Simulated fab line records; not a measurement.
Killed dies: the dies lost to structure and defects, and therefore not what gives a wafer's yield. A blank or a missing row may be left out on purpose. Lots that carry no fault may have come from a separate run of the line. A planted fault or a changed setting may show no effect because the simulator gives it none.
The tool behind it: which one? + flow nand harc + Sampling: 24 lots, 72 wafers, 4 of 1159 route steps

== WHAT THE GAUGES READ, wafer by wafer ==
NHARC_P_M2_OVL_MEAS_10: pitch 340 nm. Usual: overlay x nm 0.0 nm, standard deviation 0.84; overlay y nm 0.3 nm, standard deviation 0.74.
| lot  | measured     | on         | overlay x nm (nm) | overlay y nm (nm) | flag |
|------|--------------|------------|-------------------|-------------------|------|
| L074 | day 6 13:59  | overlay-01 | 0.3 0.1 0.3       | -0.1 0.2 -0.2     |      |
| L075 | day 6 14:41  | overlay-02 | -0.8 0.4 -0.9     | -2.0 -1.6 -1.4    |      |
| L077 | day 6 17:14  | overlay-02 | 0.0 -0.3 -0.4     | -0.7 -0.4 0.1     |      |
| L076 | day 6 19:21  | overlay-01 | -1.0 -0.8 -1.2    | 0.4 -0.4 -0.3     |      |
| L078 | day 7 05:04  | overlay-01 | 0.1 -0.1 0.0      | -0.4 -0.8 -0.8    |      |
| L079 | day 7 08:45  | overlay-01 | -0.8 -0.7 -1.0    | -0.3 -0.7 -0.3    |      |
| L080 | day 7 21:23  | overlay-02 | -0.2 0.2 0.2      | 0.3 0.4 0.4       |      |
| L081 | day 8 03:05  | overlay-01 | 1.4 1.1 0.6       | 0.9 0.4 -0.1      |      |
| L082 | day 8 03:16  | overlay-02 | -0.9 -0.8 -1.1    | 0.0 0.2 -0.1      |      |
| L083 | day 8 10:23  | overlay-02 | 0.7 0.6 0.1       | -0.2 -0.1 0.1     |      |
| L084 | day 8 11:34  | overlay-01 | 1.0 0.2 1.2       | -0.4 -0.5 -0.6    |      |
| L086 | day 9 07:32  | overlay-02 | 1.2 0.6 1.7       | 1.8 1.7 1.7       |      |
| L088 | day 9 07:52  | overlay-02 | 0.5 0.3 0.7       | 0.6 0.0 0.5       |      |
| L085 | day 9 09:02  | overlay-02 | -0.2 -0.6 -0.5    | 0.0 0.0 0.0       |      |
| L087 | day 9 15:34  | overlay-02 | -1.8 -0.7 -1.5    | 1.2 1.4 1.2       |      |
| L089 | day 10 04:46 | overlay-02 | -1.0 -0.4 -1.2    | 0.9 0.7 1.1       |      |
| L090 | day 10 07:46 | overlay-02 | -0.2 -0.8 -0.1    | 0.0 0.4 0.4       |      |
| L091 | day 10 11:58 | overlay-01 | -1.0 -0.7 -0.6    | -0.3 0.6 -0.2     |      |
| L092 | day 10 14:45 | overlay-02 | -0.6 -0.9 -1.4    | 0.4 0.9 0.9       |      |
| L093 | day 10 17:58 | overlay-02 | -0.2 -0.1 0.0     | -0.1 -0.1 -0.4    |      |
| L094 | day 11 03:05 | overlay-01 | 0.6 0.9 0.7       | 0.7 1.1 1.5       |      |
| L095 | day 11 04:58 | overlay-02 | 1.9 2.1 1.9       | 0.7 0.3 0.5       |      |
| L096 | day 11 12:53 | overlay-02 | 0.6 0.2 0.2       | 0.5 0.9 0.9       |      |
| L097 | day 11 22:13 | overlay-01 | 0.9 1.1 0.7       | 0.5 0.4 0.8       |      |

== WHICH TOOL RAN EACH LOT (tool, then ch and the chambers of the sampled wafers, then the start) ==
| lot  | NHARC_P_CONTACT_ALD_22              | NHARC_P_CONTACT_CMP_24        | NHARC_P_M1_PRE_CLEAN_32         |
|------|-------------------------------------|-------------------------------|---------------------------------|
| L074 | ald metal-01 ch 0,1, day 5 20:46    | cmp-04 ch 0,1,2, day 6 04:13  | pecvd-02 ch 0,2, day 6 12:36    |
| L075 | ald metal-04 ch 0,2,3, day 5 22:53  | cmp-04 ch 1,3, day 6 04:42    | pecvd-03 ch 0,1, day 6 13:17    |
| L077 | ald metal-02 ch 0,1,2, day 6 06:22  | cmp-01 ch 0,2,3, day 6 08:02  | pecvd-04 ch 0,1,2, day 6 15:58  |
| L076 | ald metal-02 ch 0,1,2, day 6 08:54  | cmp-01 ch 1,2,3, day 6 09:47  | pecvd-04 ch 0,1, day 6 18:04    |
| L078 | ald metal-04 ch 0,2,3, day 6 13:49  | cmp-01 ch 0,2,3, day 6 14:55  | pecvd-03 ch 0,1, day 7 03:40    |
| L079 | ald metal-01 ch 0,1,3, day 6 22:28  | cmp-01 ch 1,2,3, day 6 23:18  | pecvd-02 ch 1,2, day 7 07:27    |
| L080 | ald metal-01 ch 0,2,3, day 7 10:35  | cmp-03 ch 0,1,2, day 7 11:30  | pecvd-03 ch 0,1,2, day 7 20:08  |
| L081 | ald metal-02 ch 0,2, day 7 13:56    | cmp-01 ch 0,1,2, day 7 17:07  | pecvd-02 ch 1,2, day 8 01:40    |
| L082 | ald metal-01 ch 1,2,3, day 7 14:50  | cmp-03 ch 0,1,3, day 7 17:13  | pecvd-03 ch 0,1,2, day 8 01:41  |
| L083 | ald metal-04 ch 1,2,3, day 7 23:54  | cmp-01 ch 0,1, day 8 00:43    | pecvd-04 ch 0,1,2, day 8 09:01  |
| L084 | ald metal-04 ch 1,3, day 8 00:27    | cmp-01 ch 1,3, day 8 01:40    | pecvd-04 ch 0,1, day 8 10:07    |
| L086 | ald metal-01 ch 1,2,3, day 8 20:17  | cmp-01 ch 1,3, day 8 21:07    | pecvd-03 ch 0,1, day 9 05:46    |
| L088 | ald metal-04 ch 0,1,2, day 8 20:52  | cmp-03 ch 0,1,3, day 8 21:45  | pecvd-03 ch 0,1, day 9 06:17    |
| L085 | ald metal-01 ch 1,2,3, day 8 21:45  | cmp-03 ch 1,2, day 8 22:37    | pecvd-02 ch 0,1,2, day 9 07:32  |
| L087 | ald metal-01 ch 1,2,3, day 9 02:46  | cmp-03 ch 0,3, day 9 05:53    | pecvd-02 ch 0,1, day 9 14:19    |
| L089 | ald metal-01 ch 0,1,3, day 9 11:30  | cmp-01 ch 1,3, day 9 18:55    | pecvd-04 ch 0,1,2, day 10 03:20 |
| L090 | ald metal-04 ch 1,3, day 9 11:52    | cmp-04 ch 0,1,2, day 9 22:18  | pecvd-02 ch 0,1, day 10 06:28   |
| L091 | ald metal-02 ch 0,3, day 9 23:09    | cmp-04 ch 0,2,3, day 10 02:26 | pecvd-03 ch 0,1,2, day 10 10:41 |
| L092 | ald metal-01 ch 1,2,3, day 10 04:21 | cmp-01 ch 1,2, day 10 05:10   | pecvd-02 ch 0,1, day 10 13:21   |
| L093 | ald metal-02 ch 0,2, day 10 07:17   | cmp-04 ch 1,2,3, day 10 08:17 | pecvd-03 ch 1,2, day 10 16:31   |
| L094 | ald metal-01 ch 1,2,3, day 10 16:22 | cmp-01 ch 0,2,3, day 10 17:31 | pecvd-03 ch 0,1, day 11 01:41   |
| L095 | ald metal-01 ch 2,3, day 10 18:36   | cmp-03 ch 0,3, day 10 19:26   | pecvd-04 ch 0,1,2, day 11 03:31 |
| L096 | ald metal-04 ch 0,2,3, day 11 02:34 | cmp-03 ch 1,2,3, day 11 03:25 | pecvd-03 ch 0,1,2, day 11 11:28 |
| L097 | ald metal-01 ch 1,2,3, day 11 09:31 | cmp-01 ch 0,1,3, day 11 12:23 | pecvd-04 ch 0,2, day 11 20:49   |
- NHARC_P_CONTACT_ALD_22: deposits TiN, target thk 3 nm, pulse time 1 s, ald cycles 150.
- NHARC_P_CONTACT_CMP_24: polishes, t overpolish 30 s, target thk 200 nm.
- NHARC_P_M1_PRE_CLEAN_32: time 12 s.

== AS READ BY THE TOOLS THEMSELVES (means over the sampled wafers that have a number; for cases with no such wafer, the mark the record gives instead) ==
NHARC_P_CONTACT_ALD_22. Usual: heater power w 1062 W, standard deviation 90; precursor pulse height rel 1.003, standard deviation 0.021.
| lot  | tool         | heater power w (W) | precursor pulse height rel | flag |
|------|--------------|--------------------|----------------------------|------|
| L074 | ald metal-01 | 1025               | 0.998                      |      |
| L075 | ald metal-04 | 1027               | 0.995                      |      |
| L077 | ald metal-02 | 1067               | 1.000                      |      |
| L076 | ald metal-02 | 1063               | 1.010                      |      |
| L078 | ald metal-04 | 1032               | 1.001                      |      |
| L079 | ald metal-01 | 1084               | 0.996                      |      |
| L080 | ald metal-01 | 1087               | 1.016                      |      |
| L081 | ald metal-02 | 998                | 0.999                      |      |
| L082 | ald metal-01 | 1064               | 1.006                      |      |
| L083 | ald metal-04 | 1125               | 0.993                      |      |
| L084 | ald metal-04 | 1094               | 1.000                      |      |
| L086 | ald metal-01 | 1064               | 1.001                      |      |
| L088 | ald metal-04 | 1054               | 1.001                      |      |
| L085 | ald metal-01 | 1066               | 1.002                      |      |
| L087 | ald metal-01 | 1082               | 1.013                      |      |
| L089 | ald metal-01 | 1085               | 1.036                      |      |
| L090 | ald metal-04 | 1110               | 0.993                      |      |
| L091 | ald metal-02 | 1030               | 1.025                      |      |
| L092 | ald metal-01 | 1067               | 1.008                      |      |
| L093 | ald metal-02 | 958                | 1.012                      |      |
| L094 | ald metal-01 | 1086               | 1.010                      |      |
| L095 | ald metal-01 | 1124               | 1.035                      |      |
| L096 | ald metal-04 | 1030               | 1.015                      |      |
| L097 | ald metal-01 | 1100               | 1.000                      |      |

NHARC_P_CONTACT_CMP_24. Usual: motor current A 12.0 A, standard deviation 0.82; overpolish run s 30.000 s, standard deviation 0.0096; pad life wafers 245, standard deviation 170; time to endpoint s 40 s, standard deviation 3.2.
| lot  | tool   | motor current A (A) | overpolish run s (s) | pad life wafers | time to endpoint s (s) | flag |
|------|--------|---------------------|----------------------|-----------------|------------------------|------|
| L074 | cmp-04 | 12.1                | 30.004               | 74              | 40                     |      |
| L075 | cmp-04 | 12.1                | 30.004               | 80              | 43                     |      |
| L077 | cmp-01 | 12.1                | 29.997               | 230             | 42                     |      |
| L076 | cmp-01 | 12.3                | 29.999               | 235             | 43                     |      |
| L078 | cmp-01 | 12.0                | 30.003               | 284             | 43                     |      |
| L079 | cmp-01 | 11.7                | 30.000               | 331             | 42                     |      |
| L080 | cmp-03 | 11.8                | 30.001               | 535             | 41                     |      |
| L081 | cmp-01 | 12.3                | 30.003               | 422             | 43                     |      |
| L082 | cmp-03 | 11.5                | 29.999               | 8               | 35                     |      |
| L083 | cmp-01 | 12.2                | 30.000               | 439             | 43                     |      |
| L084 | cmp-01 | 11.6                | 29.998               | 457             | 41                     |      |
| L086 | cmp-01 | 11.0                | 29.993               | 31              | 38                     |      |
| L088 | cmp-03 | 11.4                | 30.006               | 189             | 40                     |      |
| L085 | cmp-03 | 12.5                | 29.993               | 193             | 36                     |      |
| L087 | cmp-03 | 11.4                | 30.006               | 254             | 41                     |      |
| L089 | cmp-01 | 11.2                | 29.998               | 127             | 40                     |      |
| L090 | cmp-04 | 12.2                | 29.999               | 19              | 36                     |      |
| L091 | cmp-04 | 11.9                | 30.009               | 37              | 34                     |      |
| L092 | cmp-01 | 12.5                | 29.998               | 175             | 40                     |      |
| L093 | cmp-04 | 11.7                | 29.998               | 68              | 38                     |      |
| L094 | cmp-01 | 11.8                | 29.997               | 272             | 41                     |      |
| L095 | cmp-03 | 11.5                | 29.999               | 468             | 37                     |      |
| L096 | cmp-03 | 12.0                | 29.997               | 535             | 41                     |      |
| L097 | cmp-01 | 11.8                | 29.998               | 416             | 42                     |      |

NHARC_P_M1_PRE_CLEAN_32. Usual: heater power w reads 584 W (standard deviation 69).
| lot  | tool     | heater power w (W) | flag |
|------|----------|--------------------|------|
| L074 | pecvd-02 | 533                |      |
| L075 | pecvd-03 | 603                |      |
| L077 | pecvd-04 | 560                |      |
| L076 | pecvd-04 | 587                |      |
| L078 | pecvd-03 | 581                |      |
| L079 | pecvd-02 | 560                |      |
| L080 | pecvd-03 | 617                |      |
| L081 | pecvd-02 | 566                |      |
| L082 | pecvd-03 | 602                |      |
| L083 | pecvd-04 | 549                |      |
| L084 | pecvd-04 | 576                |      |
| L086 | pecvd-03 | 595                |      |
| L088 | pecvd-03 | 633                |      |
| L085 | pecvd-02 | 509                |      |
| L087 | pecvd-02 | 547                |      |
| L089 | pecvd-04 | 592                |      |
| L090 | pecvd-02 | 548                |      |
| L091 | pecvd-03 | 602                |      |
| L092 | pecvd-02 | 510                |      |
| L093 | pecvd-03 | 555                |      |
| L094 | pecvd-03 | 580                |      |
| L095 | pecvd-04 | 606                |      |
| L096 | pecvd-03 | 657                |      |
| L097 | pecvd-04 | 582                |      |

== THE ANSWER, worked out from the rows above alone ==
Rule: a lot counts as off when the mean over its wafers that have a number is more than 3 standard deviations away from the usual mean. Also off: a lot with no number at a reading for which 4 or more lots have one. Any other lot the step has rows for is counted as sound. The gauges are gone through in route order, then the tools' own readings, and for those a lot's mean is taken as printed above. At the first step where some lot is off, the reading lying furthest off is the one used; lots without a number count as furthest.
No lot is off on any of the readings shown, so nothing can be concluded from this.

== WHAT WAS PUT IN BY THE SIMULATOR ==
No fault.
